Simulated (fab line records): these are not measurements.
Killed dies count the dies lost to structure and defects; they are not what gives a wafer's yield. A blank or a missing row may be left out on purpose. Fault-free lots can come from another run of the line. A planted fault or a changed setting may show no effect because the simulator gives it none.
Chamber matching :: flow n5_finfet :: ald_metal-01 running N5_HKMG_FIN_ALD_21: 4 sister chambers
The step deposits TiN, target thk 1.5 nm, pulse time 1 s, purge time 3 s. 8 wafers are shown with their chamber, then 10 later ones without.

== EACH WAFER AND ITS CHAMBER ==
wafer: L077.2
chamber: 2
heater_power_w (W): 929
susceptor_temp_C (C): 400.12

wafer: L079.3
chamber: 1
heater_power_w (W): 703
susceptor_temp_C (C): 400.05

wafer: L081.5
chamber: 0
heater_power_w (W): 880
susceptor_temp_C (C): 400.49

wafer: L081.6
chamber: 1
heater_power_w (W): 702
susceptor_temp_C (C): 400.17

wafer: L084.5
chamber: 3
heater_power_w (W): 946
susceptor_temp_C (C): 399.53

wafer: L084.6
chamber: 2
heater_power_w (W): 885
susceptor_temp_C (C): 399.84

wafer: L087.4
chamber: 0
heater_power_w (W): 869
susceptor_temp_C (C): 400.01

wafer: L087.5
chamber: 3
heater_power_w (W): 944
susceptor_temp_C (C): 399.93

== WAFERS WHOSE CHAMBER IS MISSING ==
wafer: L087.6
heater_power_w (W): 912
susceptor_temp_C (C): 400.00

wafer: L088.3
heater_power_w (W): 940
susceptor_temp_C (C): 400.14

wafer: L088.5
heater_power_w (W): 862
susceptor_temp_C (C): 400.10

wafer: L088.6
heater_power_w (W): 911
susceptor_temp_C (C): 399.89

wafer: L090.1
heater_power_w (W): 933
susceptor_temp_C (C): 400.22

wafer: L090.4
heater_power_w (W): 682
susceptor_temp_C (C): 399.66

wafer: L090.6
heater_power_w (W): 863
susceptor_temp_C (C): 400.23

wafer: L097.3
heater_power_w (W): 695
susceptor_temp_C (C): 399.84

wafer: L097.4
heater_power_w (W): 946
susceptor_temp_C (C): 400.12

wafer: L097.6
heater_power_w (W): 951
susceptor_temp_C (C): 400.12

== THE CHAMBER EACH PASSED THROUGH ==
wafer: L087.6
from the rows above: 2
in truth: 2

wafer: L088.3
from the rows above: can't be placed: 3 or 2
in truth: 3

wafer: L088.5
from the rows above: can't be placed: 0 or 2
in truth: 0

wafer: L088.6
from the rows above: can't be placed: 2 or 3
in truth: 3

wafer: L090.1
from the rows above: can't be placed: 2 or 3 or 0
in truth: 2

wafer: L090.4
from the rows above: 1
in truth: 1

wafer: L090.6
from the rows above: 0
in truth: 0

wafer: L097.3
from the rows above: 1
in truth: 1

wafer: L097.4
from the rows above: can't be placed: 3 or 2
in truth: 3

wafer: L097.6
from the rows above: can't be placed: 3 or 2
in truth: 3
4 of 10 placed correctly. Can't be placed from these rows: 6 (the true chamber is among the candidates in 6). Wrongly placed: 0.
How it was worked out, from the rows above alone: a wafer's distance from a chamber is the root of the sum, over the readings, of the square of ((its reading less the chamber's mean) divided by the reading's scatter). The wafer belongs to the nearest chamber; if the next one is less than 2 further off, it can't be placed. The mean given for a chamber averages the wafers shown for that chamber. How the scatter is found: for the shown wafers, subtract from each reading the mean of its chamber, square and add these, divide the total by (wafers less chambers), then take the root.
